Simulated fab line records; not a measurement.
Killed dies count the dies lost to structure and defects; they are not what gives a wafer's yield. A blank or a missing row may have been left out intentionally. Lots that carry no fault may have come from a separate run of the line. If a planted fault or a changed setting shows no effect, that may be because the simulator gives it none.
Matching of chambers	flow n5_finfet	N5_BEOL_M3_PECVD_72 on pecvd-02: 3 sister chambers
The step deposits SiO2 from TEOS/O2, target thk 16 nm, time 18 s. 3 wafers are shown with their chamber, then 9 later ones without.

## WAFERS PAIRED WITH THEIR CHAMBERS
wafer	chamber	throttle_valve_pct (%)
L087.1	0	24.4
L087.2	1	22.3
L087.3	2	21.6

## WAFERS WHOSE CHAMBER IS MISSING
wafer	throttle_valve_pct (%)
L092.1	22.5
L092.2	24.5
L092.3	22.0
L094.2	22.6
L094.3	24.5
L094.5	22.4
L097.1	24.7
L097.3	21.9
L097.6	24.3

## EACH ONE'S CHAMBER
wafer	from the rows above	in truth
L092.1	1	1
L092.2	0	0
L092.3	can't be placed: 1 or 2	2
L094.2	1	1
L094.3	0	0
L094.5	1	1
L097.1	0	0
L097.3	can't be placed: 2 or 1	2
L097.6	0	0
Correct placement for 7 of the 9. Unplaceable from these rows: 2, with the true chamber sitting among the candidates in 2. Wrongly placed: 0.
How it was worked out, from the rows above alone: a wafer's distance from a chamber is the root of the sum, over the readings, of the square of ((its reading less the chamber's mean) divided by the reading's scatter). If the next closest chamber is less than 2 further off than the closest, the wafer can't be placed; otherwise it belongs to the closest. The mean given for a chamber averages the wafers shown for that chamber. The scatter: root of mean squared gap, hidden wafer to nearest shown wafer, with one shown wafer a chamber.
